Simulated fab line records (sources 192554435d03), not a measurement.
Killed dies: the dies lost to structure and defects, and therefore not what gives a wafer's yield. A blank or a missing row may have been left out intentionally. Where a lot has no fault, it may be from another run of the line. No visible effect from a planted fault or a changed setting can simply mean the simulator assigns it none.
The tool behind it: which one? -- flow n5-finfet -- Sampling: 8 lots, 24 wafers, 7 of 1938 route steps

== WHAT THE GAUGES READ, wafer by wafer ==
N5_DUMMY_GATE_CD_MEAS_24: the cd target is 15 nm. Usual: cd-nm at 15.0 nm, with a standard deviation of 0.35.
lot,measured,on,cd-nm (nm),flag
L369,day 3 08:52,cd-sem-03,14.8 14.2 14.6,
L375,day 4 20:09,cd-sem-01,14.8 15.5 15.0,
L376,day 5 02:24,cd-sem-03,14.5 14.7 15.2,
L377,day 5 06:53,cd-sem-01,14.8 14.8 14.9,
L387,day 8 03:59,cd-sem-03,14.3 15.2 14.9,
L388,day 9 21:22,cd-sem-03,15.2 15.1 15.5,
L389,day 9 21:43,cd-sem-03,14.9 14.4 15.3,
L390,day 9 22:11,cd-sem-03,14.6 15.1 15.6,

N5_SD_EPI_N_EPI_MEAS_23. Usual: thk-nm at 59.0 nm, with a standard deviation of 1.1.
lot,measured,on,thk-nm (nm),flag
L369,day 3 14:22,film-metro-02,58.7 57.6 56.7,
L375,day 5 01:05,film-metro-01,46.2 60.7 46.1,OFF
L376,day 5 07:14,film-metro-02,46.5 58.6 45.3,OFF
L377,day 5 11:50,film-metro-02,45.4 45.8 46.7,OFF
L387,day 8 09:16,film-metro-02,59.6 58.2 59.9,
L388,day 10 02:53,film-metro-02,57.6 58.6 58.6,
L389,day 10 04:25,film-metro-01,58.9 58.3 58.5,
L390,day 10 03:01,film-metro-01,59.4 60.4 59.3,

N5_SD_ACTIVATION_RS_MEAS_03: a four-point-probe measurement. Usual: RS_SD_N 21.87 ohm/sq, standard deviation 0.28; RS_SD_P 55.8 ohm/sq, standard deviation 0.71.
lot,measured,on,RS_SD_N (ohm/sq),RS_SD_P (ohm/sq),flag
L369,day 3 20:26,film-metro-01,21.77 22.53 22.24,56.2 56.4 56.3,
L375,day 5 06:31,film-metro-01,27.87 21.96 27.65,56.4 56.3 57.3,OFF
L376,day 5 12:18,film-metro-01,27.78 22.19 28.14,56.8 56.8 56.1,OFF
L377,day 5 17:08,film-metro-02,28.35 27.83 28.22,56.3 56.0 55.4,OFF
L387,day 8 14:26,film-metro-02,21.54 21.44 21.57,56.7 55.9 56.0,
L388,day 10 10:03,film-metro-02,22.02 21.85 21.99,55.9 56.3 55.0,
L389,day 10 09:52,film-metro-01,21.99 21.74 21.97,54.5 54.4 55.6,
L390,day 10 08:29,film-metro-02,21.49 21.82 21.49,55.2 55.5 55.7,

N5_BEOL_M4_RC_MEAS_101. Usual: DIBL_N 36.5 mV/V, standard deviation 1.2; DIBL_P 36.5 mV/V, standard deviation 1.6; IOFF_N 0.162 nA/um, standard deviation 0.023; IOFF_P 0.221 nA/um, standard deviation 0.03; ION_N 678 uA/um, standard deviation 8; ION_P 466 uA/um, standard deviation 6.3; REXT_N 75.0 ohm.um, standard deviation 1.6; RS_SD_N 28.3 ohm/sq, standard deviation 0.35; SS_N 71.6 mV/dec, standard deviation 0.46; SS_P 73.3 mV/dec, standard deviation 0.57; VT_N 249.2 mV, standard deviation 2.6; VT_P -249 mV, standard deviation 3.3.
lot,measured,on,DIBL_N (mV/V),DIBL_P (mV/V),IOFF_N (nA/um),IOFF_P (nA/um),ION_N (uA/um),ION_P (uA/um),REXT_N (ohm.um),RS_SD_N (ohm/sq),SS_N (mV/dec),SS_P (mV/dec),VT_N (mV),VT_P (mV),flag
L369,day 10 11:47,prober-02,36.0 37.7 38.3,36.5 39.4 39.4,0.144 0.172 0.186,0.206 0.268 0.272,675 675 688,469 476 475,75.7 77.0 75.4,28.5 29.2 28.6,71.5 71.9 71.6,73.3 73.8 73.1,252.9 246.7 248.1,-250 -247 -244,
L375,day 11 14:50,prober-02,37.5 36.6 37.0,37.8 37.4 37.5,0.155 0.155 0.150,0.189 0.180 0.176,668 667 669,459 454 460,80.0 72.2 79.8,36.2 28.1 35.8,71.5 71.3 72.0,73.0 74.0 72.5,252.3 251.2 252.5,-253 -254 -256,OFF
L376,day 11 17:20,prober-02,36.3 35.8 36.0,36.0 36.5 35.2,0.146 0.151 0.142,0.205 0.210 0.194,668 669 669,465 458 464,83.7 76.0 82.9,35.6 28.5 36.1,71.8 71.4 71.1,73.0 73.1 73.2,254.2 249.7 252.2,-252 -250 -252,OFF
L377,day 12 01:18,prober-02,38.4 38.7 38.6,37.1 36.4 37.2,0.173 0.163 0.172,0.229 0.214 0.227,668 661 666,463 460 468,84.4 82.9 84.3,36.6 36.1 36.2,71.8 71.5 72.0,73.1 73.1 72.6,248.3 250.6 249.0,-248 -249 -252,OFF
L387,day 14 12:09,prober-02,38.8 36.4 38.4,39.4 36.0 38.4,0.225 0.173 0.204,0.302 0.244 0.288,700 682 687,475 471 479,75.9 75.0 76.0,27.9 27.7 27.9,72.1 71.6 71.8,74.0 72.6 74.0,243.9 246.0 246.0,-244 -245 -244,
L388,day 16 04:32,prober-01,38.0 37.1 36.0,36.7 35.6 34.9,0.167 0.155 0.138,0.214 0.203 0.189,674 677 672,462 465 464,75.3 74.8 75.5,28.1 28.1 28.7,72.0 71.5 71.7,74.3 72.9 73.1,246.7 248.8 250.6,-249 -250 -249,
L389,day 16 01:32,prober-02,37.5 37.1 35.6,37.2 36.5 34.3,0.169 0.147 0.125,0.210 0.203 0.176,675 669 668,462 462 459,73.9 73.7 73.6,28.3 27.9 28.4,72.1 72.0 70.9,73.1 72.9 73.2,250.7 251.4 253.9,-251 -249 -252,
L390,day 15 21:52,prober-02,36.5 34.9 34.3,36.1 33.7 34.0,0.189 0.157 0.154,0.268 0.225 0.230,692 680 686,478 474 477,79.2 79.4 80.1,27.6 28.0 27.7,71.5 71.4 71.4,73.4 72.5 72.6,246.6 248.0 248.0,-241 -245 -246,

== EACH LOT AND THE TOOL THAT RAN IT (in order: tool; ch and the chambers of the sampled wafers; start) ==
lot,N5_SD_EPI_N_ETCH_34,N5_SD_EPI_N_ETCH_16,N5_SD_EPI_N_EPI_21
L369,"rie-diel-04 ch 1,2,3, day 3 10:15","rie-diel-04 ch 1,2,3, day 3 10:50","epi-rpcvd-04 ch 0, day 3 12:26"
L375,"rie-diel-01 ch 0,2,3, day 4 21:43","rie-diel-01 ch 0,2,3, day 4 22:17","epi-rpcvd-04 ch 0, day 4 23:22"
L376,"rie-diel-01 ch 0,2,3, day 5 03:53","rie-diel-01 ch 0,2,3, day 5 04:28","epi-rpcvd-04 ch 0, day 5 05:31"
L377,"rie-diel-06 ch 0,1,3, day 5 08:29","rie-diel-06 ch 0,1,3, day 5 09:04","epi-rpcvd-04 ch 0, day 5 10:07"
L387,"rie-diel-04 ch 0,2,3, day 8 05:54","rie-diel-04 ch 0,2,3, day 8 06:29","epi-rpcvd-02 ch 0, day 8 07:32"
L388,"rie-diel-04 ch 0,2,3, day 9 22:47","rie-diel-04 ch 0,2,3, day 9 23:22","epi-rpcvd-02 ch 0, day 10 00:36"
L389,"rie-diel-06 ch 0,2,3, day 9 23:20","rie-diel-06 ch 0,2,3, day 9 23:55","epi-rpcvd-04 ch 0, day 10 01:24"
L390,"rie-diel-01 ch 0,1,3, day 9 23:38","rie-diel-01 ch 0,1,3, day 10 00:13","epi-rpcvd-01 ch 0, day 10 01:17"
- N5_SD_EPI_N_ETCH_34: etches SiARC in CF4, target depth 45.5 nm, time 75.8 s.
- N5_SD_EPI_N_ETCH_16: etches SiO2 in CHF3/O2, target depth 5 nm.
- N5_SD_EPI_N_EPI_21: deposits Si:P, time 690 s.

== AS READ BY THE TOOLS THEMSELVES (means over the sampled wafers that have a number; for cases with no such wafer, the mark the record gives instead) ==
N5_SD_EPI_N_ETCH_34. Usual: chamber-pressure-mTorr 40.00 mTorr (standard deviation 0.04); drypump-motor-current-A 5.8 A (standard deviation 0.4); etch-rf-on-time-s 75.3 s (standard deviation 0.76); oes-product-au 0.69 a.u. (standard deviation 0.056); rf-vpp-V 184.5 V (standard deviation 1); showerhead-plenum-p-Torr 2.18 Torr (standard deviation 0.057); throttle-valve-pct 15.60 % (standard deviation 0.2).
lot,tool,chamber-pressure-mTorr (mTorr),drypump-motor-current-A (A),etch-rf-on-time-s (s),oes-product-au (a.u.),rf-vpp-V (V),showerhead-plenum-p-Torr (Torr),throttle-valve-pct (%),flag
L369,rie-diel-04,40.02,5.8,75.5,0.68,185.7,2.21,15.53,
L375,rie-diel-01,40.03,5.8,74.4,0.74,184.8,2.17,15.61,
L376,rie-diel-01,39.95,5.8,75.3,0.73,184.2,2.17,15.62,
L377,rie-diel-06,40.00,5.8,75.7,0.68,183.7,2.15,15.62,
L387,rie-diel-04,39.95,6.1,75.2,0.68,185.4,2.23,15.67,
L388,rie-diel-04,40.01,6.1,75.6,0.68,184.7,2.23,15.68,
L389,rie-diel-06,40.02,5.7,74.9,0.64,183.8,2.16,15.64,
L390,rie-diel-01,39.99,5.7,75.1,0.69,184.7,2.18,15.64,

N5_SD_EPI_N_ETCH_16. Usual: chamber-pressure-mTorr 30.000 mTorr, standard deviation 0.028; drypump-motor-current-A 5.8 A, standard deviation 0.4; oes-product-au 0.81 a.u., standard deviation 0.067; rf-vpp-V 525 V, standard deviation 6.6; showerhead-plenum-p-Torr 2.45 Torr, standard deviation 0.064; throttle-valve-pct 18.90 %, standard deviation 0.2.
lot,tool,chamber-pressure-mTorr (mTorr),drypump-motor-current-A (A),oes-product-au (a.u.),rf-vpp-V (V),showerhead-plenum-p-Torr (Torr),throttle-valve-pct (%),flag
L369,rie-diel-04,30.011,5.7,0.78,527,2.48,18.81,
L375,rie-diel-01,29.997,5.9,0.86,528,2.45,18.97,
L376,rie-diel-01,30.002,5.8,0.85,527,2.45,18.97,
L377,rie-diel-06,29.994,5.9,0.80,523,2.42,18.92,
L387,rie-diel-04,29.998,6.1,0.80,528,2.51,18.95,
L388,rie-diel-04,30.007,6.1,0.79,528,2.50,18.95,
L389,rie-diel-06,29.969,5.7,0.74,521,2.43,18.92,
L390,rie-diel-01,29.985,5.7,0.80,528,2.46,18.96,

== THE ANSWER, worked out from the rows above alone ==
Rule: take the mean of a lot's wafers that have a number; if it is more than 3 standard deviations from the usual mean, the lot is off. A lot without any number at a reading at which 4 lots or more have one is off too. Where the step has rows for the other lots, those lots are counted as sound. Order of review: gauges by route order, followed by the tools' own readings, for which a lot's mean as printed above is used. The first step at which some lot is off is used, and at that step the reading that is off furthest; a lot without a number counts as furthest.
Off: L375, L376, L377, at N5_SD_EPI_N_EPI_MEAS_23 (thk-nm).
If a tool, at a process step before that reading, ran all the lots that are off and no sound lot after the first of them, it fits. The gauges at N5_SD_EPI_N_EPI_MEAS_23 aren't tried: what is off there is off at N5_BEOL_M4_RC_MEAS_101 too, on other tools, and a gauge's error can't cause that. No candidate that was tried fits.

== WHAT HAD BEEN PUT IN BY THE SIMULATOR ==
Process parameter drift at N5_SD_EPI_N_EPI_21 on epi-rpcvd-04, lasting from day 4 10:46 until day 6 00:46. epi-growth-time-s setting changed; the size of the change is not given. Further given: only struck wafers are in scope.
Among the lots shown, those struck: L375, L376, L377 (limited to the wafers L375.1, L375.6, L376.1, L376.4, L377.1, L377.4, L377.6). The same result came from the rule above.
